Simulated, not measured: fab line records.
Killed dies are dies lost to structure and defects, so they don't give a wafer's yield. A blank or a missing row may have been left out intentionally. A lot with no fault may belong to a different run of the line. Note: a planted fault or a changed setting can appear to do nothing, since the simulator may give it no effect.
The tool behind it: which one? / flow nand harc / Sampling: 13 lots, 39 wafers, 6 of 1302 route steps

== WHAT THE GAUGES SHOWED, per wafer ==
NHARC_A_ZERO_WELL_INSPECT_17.
lot=L541; measured=day 7 00:27; on=defect inspect-01; raw defect count=22 18 19
lot=L542; measured=day 7 03:55; on=defect inspect-01; raw defect count=6 10 13
lot=L543; measured=day 7 11:46; on=defect inspect-02; raw defect count=3 18 12
lot=L544; measured=day 8 05:32; on=defect inspect-01; raw defect count=4 1 10
lot=L546; measured=day 9 00:21; on=defect inspect-02; raw defect count=7 16 6
lot=L548; measured=day 10 00:46; on=defect inspect-02; raw defect count=16 13 9
lot=L550; measured=day 10 13:58; on=defect inspect-02; raw defect count=15 9 4
lot=L551; measured=day 10 20:05; on=defect inspect-01; raw defect count=1 5 4
lot=L558; measured=day 14 01:36; on=defect inspect-02; raw defect count=10 6 15
lot=L559; measured=day 14 06:44; on=defect inspect-01; raw defect count=25 13 13
lot=L560; measured=day 14 22:02; on=defect inspect-01; raw defect count=6 7 7
lot=L562; measured=day 15 11:07; on=defect inspect-01; raw defect count=8 7 10
lot=L564; measured=day 16 07:13; on=defect inspect-01; raw defect count=10 9 13

NHARC_A_SOURCE_PLATE_THK_MEAS_06: measures by ellipsometry.
lot=L541; measured=day 7 22:05; on=film metro-02; thk nm (nm)=199.7 198.0 199.8
lot=L542; measured=day 7 22:05; on=film metro-01; thk nm (nm)=200.9 199.6 200.3
lot=L543; measured=day 8 08:13; on=film metro-02; thk nm (nm)=200.6 201.5 202.5
lot=L544; measured=day 9 02:27; on=film metro-01; thk nm (nm)=199.3 200.3 198.2
lot=L546; measured=day 9 23:16; on=film metro-01; thk nm (nm)=197.0 201.0 199.2
lot=L548; measured=day 11 00:41; on=film metro-01; thk nm (nm)=200.9 199.6 199.4
lot=L550; measured=day 11 11:14; on=film metro-02; thk nm (nm)=197.3 200.6 198.1
lot=L551; measured=day 11 16:35; on=film metro-02; thk nm (nm)=202.8 199.4 200.3
lot=L558; measured=day 14 21:29; on=film metro-01; thk nm (nm)=199.5 198.5 200.3
lot=L559; measured=day 15 08:00; on=film metro-02; thk nm (nm)=202.3 198.7 199.7
lot=L560; measured=day 15 21:54; on=film metro-01; thk nm (nm)=198.9 198.9 197.4
lot=L562; measured=day 16 10:05; on=film metro-02; thk nm (nm)=195.8 197.8 200.5
lot=L564; measured=day 17 04:54; on=film metro-02; thk nm (nm)=198.3 198.8 197.9

NHARC_A_ONON_D1_THK_MEAS_24: measures by ellipsometry.
lot=L541; measured=day 8 10:16; on=film metro-02; thk nm (nm)=982 982 982
lot=L542; measured=day 8 10:15; on=film metro-01; thk nm (nm)=1003 1001 1003
lot=L543; measured=day 8 23:19; on=film metro-02; thk nm (nm)=998 999 1000
lot=L544; measured=day 9 14:06; on=film metro-01; thk nm (nm)=1013 1012 1012
lot=L546; measured=day 10 11:18; on=film metro-01; thk nm (nm)=995 998 995
lot=L548; measured=day 11 12:35; on=film metro-02; thk nm (nm)=981 982 983
lot=L550; measured=day 11 23:14; on=film metro-02; thk nm (nm)=1004 1003 1002
lot=L551; measured=day 12 04:28; on=film metro-01; thk nm (nm)=1000 1000 999
lot=L558; measured=day 15 12:36; on=film metro-02; thk nm (nm)=1000 1002 687
lot=L559; measured=day 15 23:51; on=film metro-02; thk nm (nm)=1009 690 690
lot=L560; measured=day 16 13:00; on=film metro-01; thk nm (nm)=998 995 997
lot=L562; measured=day 16 22:35; on=film metro-01; thk nm (nm)=1013 1011 1011
lot=L564; measured=day 17 16:46; on=film metro-02; thk nm (nm)=986 989 989

NHARC_END_SORT_01.
lot=L558; measured=day 31 23:31; on=prober-01; killed at array=26 34 671; killed at other=3 1 3; killed at periphery=3 3 3; killed dies=32 38 677; killed open=2 2 2; killed short=3 3 3
lot=L559; measured=day 32 07:25; on=prober-01; killed at array=67 677 676; killed at other=5 0 0; killed at periphery=4 0 1; killed dies=76 677 677; killed open=2 1 1; killed short=5 3 0

== WHICH TOOL RAN EACH LOT (tool, then ch and the chambers of the sampled wafers, then the start) ==
lot=L541; NHARC_A_ZERO_WELL_ETCH_13=rie si-02 ch 0,1,3, day 6 23:20; NHARC_A_ONON_D1_DEP_22=pecvd onon-04 ch 0, day 8 09:52
lot=L542; NHARC_A_ZERO_WELL_ETCH_13=rie si-02 ch 0,1,2, day 7 02:48; NHARC_A_ONON_D1_DEP_22=pecvd onon-02 ch 0, day 8 09:45
lot=L543; NHARC_A_ZERO_WELL_ETCH_13=rie si-04 ch 0,2,3, day 7 10:09; NHARC_A_ONON_D1_DEP_22=pecvd onon-04 ch 0, day 8 22:49
lot=L544; NHARC_A_ZERO_WELL_ETCH_13=rie si-02 ch 0,2,3, day 8 04:25; NHARC_A_ONON_D1_DEP_22=pecvd onon-02 ch 0, day 9 13:36
lot=L546; NHARC_A_ZERO_WELL_ETCH_13=rie si-03 ch 1,3, day 8 23:16; NHARC_A_ONON_D1_DEP_22=pecvd onon-02 ch 0, day 10 10:47
lot=L548; NHARC_A_ZERO_WELL_ETCH_13=rie si-04 ch 0,1,3, day 9 23:41; NHARC_A_ONON_D1_DEP_22=pecvd onon-02 ch 0, day 11 12:08
lot=L550; NHARC_A_ZERO_WELL_ETCH_13=rie si-04 ch 2,3, day 10 12:52; NHARC_A_ONON_D1_DEP_22=pecvd onon-01 ch 0, day 11 22:43
lot=L551; NHARC_A_ZERO_WELL_ETCH_13=rie si-03 ch 0,1,3, day 10 18:59; NHARC_A_ONON_D1_DEP_22=pecvd onon-04 ch 0, day 12 03:58
lot=L558; NHARC_A_ZERO_WELL_ETCH_13=rie si-03 ch 1,3, day 14 00:22; NHARC_A_ONON_D1_DEP_22=pecvd onon-02 ch 0, day 15 12:09
lot=L559; NHARC_A_ZERO_WELL_ETCH_13=rie si-03 ch 1,2,3, day 14 05:37; NHARC_A_ONON_D1_DEP_22=pecvd onon-02 ch 0, day 15 23:20
lot=L560; NHARC_A_ZERO_WELL_ETCH_13=rie si-04 ch 0,2,3, day 14 20:55; NHARC_A_ONON_D1_DEP_22=pecvd onon-01 ch 0, day 16 12:29
lot=L562; NHARC_A_ZERO_WELL_ETCH_13=rie si-02 ch 1,2, day 15 10:01; NHARC_A_ONON_D1_DEP_22=pecvd onon-04 ch 0, day 16 22:05
lot=L564; NHARC_A_ZERO_WELL_ETCH_13=rie si-03 ch 0,1,2, day 16 05:56; NHARC_A_ONON_D1_DEP_22=pecvd onon-04 ch 0, day 17 16:16
- NHARC_A_ZERO_WELL_ETCH_13: etches the open film in HBr/Cl2, target depth 120 nm, time 40.1 s.
- NHARC_A_ONON_D1_DEP_22: target thk 1000 nm.

== AS READ BY THE TOOLS THEMSELVES (means over the sampled wafers that have a number; for cases with no such wafer, the mark the record gives instead) ==
NHARC_A_ZERO_WELL_ETCH_13.
lot=L541; tool=rie si-02; bias w (W)=100.24; drypump motor current A (A)=6.0; oes product au (a.u.)=1.003; rf fwd power W (W)=397.0; throttle valve pct (%)=26.410
lot=L542; tool=rie si-02; bias w (W)=100.10; drypump motor current A (A)=5.7; oes product au (a.u.)=1.006; rf fwd power W (W)=395.2; throttle valve pct (%)=26.416
lot=L543; tool=rie si-04; bias w (W)=99.94; drypump motor current A (A)=5.7; oes product au (a.u.)=0.995; rf fwd power W (W)=395.6; throttle valve pct (%)=26.405
lot=L544; tool=rie si-02; bias w (W)=99.80; drypump motor current A (A)=5.6; oes product au (a.u.)=1.000; rf fwd power W (W)=396.1; throttle valve pct (%)=26.406
lot=L546; tool=rie si-03; bias w (W)=100.19; drypump motor current A (A)=5.7; oes product au (a.u.)=1.010; rf fwd power W (W)=396.2; throttle valve pct (%)=26.404
lot=L548; tool=rie si-04; bias w (W)=99.91; drypump motor current A (A)=5.8; oes product au (a.u.)=1.001; rf fwd power W (W)=394.2; throttle valve pct (%)=26.418
lot=L550; tool=rie si-04; bias w (W)=100.43; drypump motor current A (A)=5.4; oes product au (a.u.)=0.996; rf fwd power W (W)=395.4; throttle valve pct (%)=26.404
lot=L551; tool=rie si-03; bias w (W)=100.31; drypump motor current A (A)=5.4; oes product au (a.u.)=1.004; rf fwd power W (W)=394.9; throttle valve pct (%)=26.401
lot=L558; tool=rie si-03; bias w (W)=99.83; drypump motor current A (A)=5.6; oes product au (a.u.)=1.001; rf fwd power W (W)=395.7; throttle valve pct (%)=26.406
lot=L559; tool=rie si-03; bias w (W)=99.97; drypump motor current A (A)=5.4; oes product au (a.u.)=1.005; rf fwd power W (W)=394.7; throttle valve pct (%)=26.400
lot=L560; tool=rie si-04; bias w (W)=99.92; drypump motor current A (A)=5.7; oes product au (a.u.)=1.006; rf fwd power W (W)=395.3; throttle valve pct (%)=26.406
lot=L562; tool=rie si-02; bias w (W)=100.10; drypump motor current A (A)=5.7; oes product au (a.u.)=0.997; rf fwd power W (W)=394.6; throttle valve pct (%)=26.401
lot=L564; tool=rie si-03; bias w (W)=99.81; drypump motor current A (A)=5.2; oes product au (a.u.)=1.011; rf fwd power W (W)=394.1; throttle valve pct (%)=26.403

== THE ANSWER, worked out from the rows above alone ==
Rule: the usual values come from the lots themselves. The widest of any qualifying gaps counts: lots, ordered by their means at a reading, are off when they make up no more than a third of the lots, leave a main group of 4 or more, and stand apart from it by 3 or more times the standard deviation of that group's means. A main group whose means are all the same, to the digits that the tables above print for the reading, isn't used. A lot without any number at a reading at which 4 lots or more have one is off too. The other lots that the step has rows for count as sound. After the gauges, taken in route order, come the tools' own readings; for these a lot's mean is taken, as printed above. At the first step where some lot is off, the reading lying furthest off is the one used; lots without a number count as furthest.
Off: L558, L559, at NHARC_A_ONON_D1_THK_MEAS_24 (thk nm). The main group: mean 998 nm, standard deviation 9.8.
If a tool, at a process step before that reading, ran all the lots that are off and no sound lot after the first of them, it fits. Gauges at NHARC_A_ONON_D1_THK_MEAS_24: tried the same way as those tools. One fits: pecvd onon-02 at NHARC_A_ONON_D1_DEP_22. Its last sound lot is L548 (day 11 12:08), its first lot that is off L558 (day 15 12:09): a fault that began between those two fits.

== WHAT HAD BEEN PUT IN BY THE SIMULATOR ==
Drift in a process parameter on pecvd onon-02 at NHARC_A_ONON_D1_DEP_22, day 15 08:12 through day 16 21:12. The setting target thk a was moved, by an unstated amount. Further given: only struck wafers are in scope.
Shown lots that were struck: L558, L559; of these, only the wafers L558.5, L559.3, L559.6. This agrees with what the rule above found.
